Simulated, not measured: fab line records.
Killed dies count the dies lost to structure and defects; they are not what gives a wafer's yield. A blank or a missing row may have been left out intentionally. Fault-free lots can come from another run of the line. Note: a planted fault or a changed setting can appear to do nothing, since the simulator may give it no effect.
Which tool did it? | flow n5Finfet | 27 wafers from 9 lots sampled at 5 of the route's 1938 steps

== WHAT THE GAUGES SHOWED, per wafer ==
N5_BEOL_M4_RC_MEAS_101. Usual: DIBL_N 36.9 mV/V, standard deviation 1.6; DIBL_P 37.1 mV/V, standard deviation 2; IOFF_N 0.17 nA/um, standard deviation 0.032; IOFF_P 0.22 nA/um, standard deviation 0.036; ION_N 674 uA/um, standard deviation 12; ION_P 463 uA/um, standard deviation 7.8; SS_N 71.7 mV/dec, standard deviation 0.63; SS_P 73.5 mV/dec, standard deviation 0.62; VT_N 249 mV, standard deviation 3.3; VT_P -250 mV, standard deviation 3.5.
lot  | measured     | on        | DIBL_N (mV/V)  | DIBL_P (mV/V)  | IOFF_N (nA/um) | IOFF_P (nA/um) | ION_N (uA/um) | ION_P (uA/um) | SS_N (mV/dec)  | SS_P (mV/dec)  | VT_N (mV)   | VT_P (mV)      | flag
L156 | day 10 04:57 | prober-01 | 38.6 37.5 37.1 | 38.0 36.6 36.7 | 0.19 0.17 0.18 | 0.27 0.22 0.23 | 674 670 677   | 464 459 463   | 72.3 71.8 72.2 | 73.7 74.0 73.6 | 248 249 248 | -247 -250 -246 | 
L168 | day 12 16:58 | prober-01 | 36.1 41.5 36.2 | 33.3 40.4 33.7 | 0.14 0.26 0.14 | 0.20 0.34 0.20 | 668 700 674   | 458 481 465   | 70.9 71.9 71.4 | 72.6 74.8 72.5 | 251 243 251 | -249 -241 -247 | 
L169 | day 13 10:24 | prober-02 | 38.9 36.9 35.1 | 36.3 34.8 33.3 | 0.19 0.15 0.13 | 0.25 0.23 0.20 | 672 674 666   | 465 463 462   | 73.1 71.7 71.1 | 74.1 74.1 73.0 | 250 251 253 | -247 -249 -250 | 
L170 | day 13 12:01 | prober-01 | 36.6 37.0 37.5 | 38.6 40.2 40.7 | 0.18 0.19 0.20 | 0.22 0.25 0.27 | 679 675 683   | 459 459 468   | 72.4 72.4 72.8 | 73.8 74.0 74.1 | 250 248 246 | -249 -252 -247 | 
L171 | day 13 14:08 | prober-01 | 36.7 35.1 38.2 | 34.9 32.2 36.6 | 0.18 0.14 0.19 | 0.25 0.20 0.27 | 682 667 673   | 472 464 466   | 71.2 71.7 72.0 | 73.7 72.9 73.8 | 246 253 248 | -246 -249 -245 | 
L172 | day 13 22:05 | prober-01 | 36.4 37.4 34.4 | 37.4 38.7 35.7 | 0.16 0.17 0.12 | 0.24 0.25 0.21 | 676 677 664   | 469 467 467   | 71.2 70.5 71.0 | 73.3 73.9 72.7 | 247 249 255 | -245 -247 -249 | 

== WHAT TOOL EACH LOT RAN ON (gives the tool, then ch and the chambers of the sampled wafers, and finally the start) ==
lot  | N5_FIN_SAQP_DESCUM_21            | N5_FIN_SAQP_MANDREL_ETCH_22    | N5_FIN_SAQP_ETCH_65            | N5_FIN_SAQP_MANDREL_ETCH_58
L156 | rieDiel-03 ch 2,3, day 3 16:10   | rieSi-05 ch 0,1,2, day 3 16:27 | rieSi-03 ch 0,1, day 3 18:25   | rieSi-03 ch 0,1, day 3 18:27
L165 | rieDiel-01 ch 1,3, day 5 22:01   | rieSi-04 ch 0,1,2, day 5 22:18 | rieSi-03 ch 0,1,2, day 6 00:37 | rieSi-03 ch 0,1,2, day 6 00:39
L166 | rieDiel-05 ch 0,1,2, day 6 04:08 | rieSi-03 ch 2,3, day 6 04:25   | rieSi-03 ch 0,2,3, day 6 06:34 | rieSi-03 ch 0,2,3, day 6 06:36
L167 | rieDiel-05 ch 1,2,3, day 6 10:02 | rieSi-05 ch 1,2, day 6 10:19   | rieSi-04 ch 1,2,3, day 6 12:49 | rieSi-04 ch 1,2,3, day 6 12:51
L168 | rieDiel-01 ch 1,2, day 6 15:44   | rieSi-03 ch 2,3, day 6 16:01   | rieSi-04 ch 0,1,2, day 6 19:53 | rieSi-04 ch 0,1,2, day 6 19:55
L169 | rieDiel-01 ch 0,1, day 6 21:16   | rieSi-04 ch 0,1,2, day 6 21:32 | rieSi-03 ch 0,1, day 6 23:25   | rieSi-03 ch 0,1, day 6 23:28
L170 | rieDiel-01 ch 0,1,2, day 7 04:27 | rieSi-05 ch 0,1,2, day 7 04:44 | rieSi-03 ch 1,2,3, day 7 06:42 | rieSi-03 ch 1,2,3, day 7 06:44
L171 | rieDiel-05 ch 0,1,3, day 7 09:46 | rieSi-05 ch 1,2,3, day 7 10:04 | rieSi-05 ch 0,1,2, day 7 12:10 | rieSi-05 ch 0,1,2, day 7 12:12
L172 | rieDiel-01 ch 1,2,3, day 7 16:17 | rieSi-05 ch 2,3, day 7 16:34   | rieSi-03 ch 1,3, day 7 19:01   | rieSi-03 ch 1,3, day 7 19:03
- N5_FIN_SAQP_DESCUM_21: chemistry O2, time 7.9 s.
- N5_FIN_SAQP_MANDREL_ETCH_22: etches a-Si in HBr/Cl2, stops on SiNx, target depth 60 nm, bt time 10 s, time 30 s.
- N5_FIN_SAQP_ETCH_65: etches SiO2 in CF4, target depth 4 nm, time 4.4 s.
- N5_FIN_SAQP_MANDREL_ETCH_58: etches a-Si in HBr/Cl2, stops on SiNx, target depth 45 nm, bt time 10 s, time 27 s.

== AS READ BY THE TOOLS THEMSELVES (means over the sampled wafers that have a number; for cases with no such wafer, the mark the record gives instead) ==
N5_FIN_SAQP_DESCUM_21. Usual: drypumpMotorCurrentA 5.6 A, standard deviation 0.35; oesProductAu 0.77 a.u., standard deviation 0.077; rfVppV 243.4 V, standard deviation 1.3; showerheadPlenumPTorr 2.10 Torr, standard deviation 0.057; throttleValvePct 20.43 %, standard deviation 0.29.
lot  | tool       | drypumpMotorCurrentA (A) | oesProductAu (a.u.) | rfVppV (V) | showerheadPlenumPTorr (Torr) | throttleValvePct (%) | flag
L156 | rieDiel-03 | 5.2                      | 0.79                | 241.7      | 2.07                         | 20.15                | 
L165 | rieDiel-01 | 5.7                      | 0.71                | 243.2      | 2.09                         | 20.32                | 
L166 | rieDiel-05 | 5.4                      | 0.75                | 244.0      | 2.16                         | 20.61                | 
L167 | rieDiel-05 | 5.8                      | 0.72                | 244.1      | 2.11                         | 20.57                | 
L168 | rieDiel-01 | 5.7                      | 0.71                | 242.6      | 2.07                         | 20.63                | 
L169 | rieDiel-01 | 5.8                      | 0.79                | 243.3      | 2.07                         | 20.20                | 
L170 | rieDiel-01 | 5.8                      | 0.79                | 242.9      | 2.07                         | 20.45                | 
L171 | rieDiel-05 | 5.8                      | 0.72                | 242.7      | 2.10                         | 20.59                | 
L172 | rieDiel-01 | 5.7                      | 0.70                | 243.3      | 2.07                         | 20.59                | 

N5_FIN_SAQP_MANDREL_ETCH_22. Usual: HBr_flow_sccm 150.0 sccm, standard deviation 0.47; biasW 75.00 W, standard deviation 0.22; drypumpMotorCurrentA 5.8 A, standard deviation 0.51; oesProductAu 0.765 a.u., standard deviation 0.016; throttleValvePct 35.4 %, standard deviation 0.39.
lot  | tool     | HBr_flow_sccm (sccm) | biasW (W) | drypumpMotorCurrentA (A) | oesProductAu (a.u.) | throttleValvePct (%) | flag
L156 | rieSi-05 | 150.3                | 75.11     | 5.7                      | 0.772               | 35.1                 | 
L165 | rieSi-04 | 149.8                | 74.81     | 5.5                      | 0.757               | 35.9                 | 
L166 | rieSi-03 | 149.6                | 74.88     | 5.2                      | 0.780               | 35.4                 | 
L167 | rieSi-05 | 149.6                | 74.83     | 5.6                      | 0.762               | 35.0                 | 
L168 | rieSi-03 | 150.3                | 75.15     | 5.2                      | 0.787               | 35.4                 | 
L169 | rieSi-04 | 150.4                | 75.24     | 5.5                      | 0.758               | 35.9                 | 
L170 | rieSi-05 | 149.8                | 74.91     | 5.8                      | 0.772               | 35.1                 | 
L171 | rieSi-05 | 149.8                | 74.96     | 6.0                      | 0.760               | 35.3                 | 
L172 | rieSi-05 | 150.2                | 74.83     | 6.3                      | 0.760               | 35.4                 | 

N5_FIN_SAQP_ETCH_65. Usual: biasW 400.0 W, standard deviation 1.3; cf4FlowSccm 80.01 sccm, standard deviation 0.25; drypumpMotorCurrentA 5.5 A, standard deviation 0.41; oesProductAu 0.992 a.u., standard deviation 0.026; throttleValvePct 21.79 %, standard deviation 0.21.
lot  | tool     | biasW (W) | cf4FlowSccm (sccm) | drypumpMotorCurrentA (A) | oesProductAu (a.u.) | throttleValvePct (%) | flag
L156 | rieSi-03 | 399.5     | 80.10              | 5.3                      | 1.002               | 21.70                | 
L165 | rieSi-03 | -         | -                  | -                        | -                   | -                    | OFF
L166 | rieSi-03 | -         | -                  | -                        | -                   | -                    | OFF
L167 | rieSi-04 | -         | -                  | -                        | -                   | -                    | OFF
L168 | rieSi-04 | 400.9     | 79.92              | 5.5                      | 0.981               | 22.03                | 
L169 | rieSi-03 | 400.7     | 79.91              | 5.5                      | 1.013               | 21.76                | 
L170 | rieSi-03 | 400.2     | 79.76              | 5.2                      | 1.004               | 21.73                | 
L171 | rieSi-05 | 399.8     | 79.96              | 5.7                      | 1.006               | 21.64                | 
L172 | rieSi-03 | 399.7     | 80.16              | 5.2                      | 1.002               | 21.79                | 

N5_FIN_SAQP_MANDREL_ETCH_58. Usual: HBr_flow_sccm 150.0 sccm, standard deviation 0.47; biasW 75.02 W, standard deviation 0.24; drypumpMotorCurrentA 5.5 A, standard deviation 0.4; oesProductAu 0.694 a.u., standard deviation 0.015; throttleValvePct 35.6 %, standard deviation 0.39.
lot  | tool     | HBr_flow_sccm (sccm) | biasW (W) | drypumpMotorCurrentA (A) | oesProductAu (a.u.) | throttleValvePct (%) | flag
L156 | rieSi-03 | 149.9                | 75.13     | 5.4                      | 0.707               | 35.4                 | 
L165 | rieSi-03 | 150.2                | 74.99     | 5.3                      | 0.705               | 35.5                 | 
L166 | rieSi-03 | 150.2                | 75.11     | 5.4                      | 0.714               | 35.6                 | 
L167 | rieSi-04 | 149.5                | 75.23     | 5.6                      | 0.690               | 35.9                 | 
L168 | rieSi-04 | 149.9                | 75.16     | 5.5                      | 0.685               | 36.1                 | 
L169 | rieSi-03 | 150.0                | 74.83     | 5.5                      | 0.714               | 35.4                 | 
L170 | rieSi-03 | 150.3                | 75.06     | 5.2                      | 0.692               | 35.6                 | 
L171 | rieSi-05 | 149.9                | 75.33     | 5.7                      | 0.690               | 35.4                 | 
L172 | rieSi-03 | 150.1                | 75.03     | 5.3                      | 0.698               | 35.6                 | 

== THE ANSWER, worked out from the rows above alone ==
Rule: take the mean of a lot's wafers that have a number; if it is more than 3 standard deviations from the usual mean, the lot is off. A lot without any number at a reading at which 4 lots or more have one is off too. All remaining lots with rows at the step are treated as sound. First the gauges in route order, then the tools' own readings, where a lot's mean is used as printed above. At the first step where some lot is off, the reading lying furthest off is the one used; lots without a number count as furthest.
Off: L165, L166, L167, at N5_FIN_SAQP_ETCH_65 (biasW). Without a number there: L165, L166, L167.
A tool fits if, at that step or a process step before it, it ran every lot that is off, and no sound lot after the first of them. None of those tried fits.

== WHAT THE SIMULATOR PUT IN ==
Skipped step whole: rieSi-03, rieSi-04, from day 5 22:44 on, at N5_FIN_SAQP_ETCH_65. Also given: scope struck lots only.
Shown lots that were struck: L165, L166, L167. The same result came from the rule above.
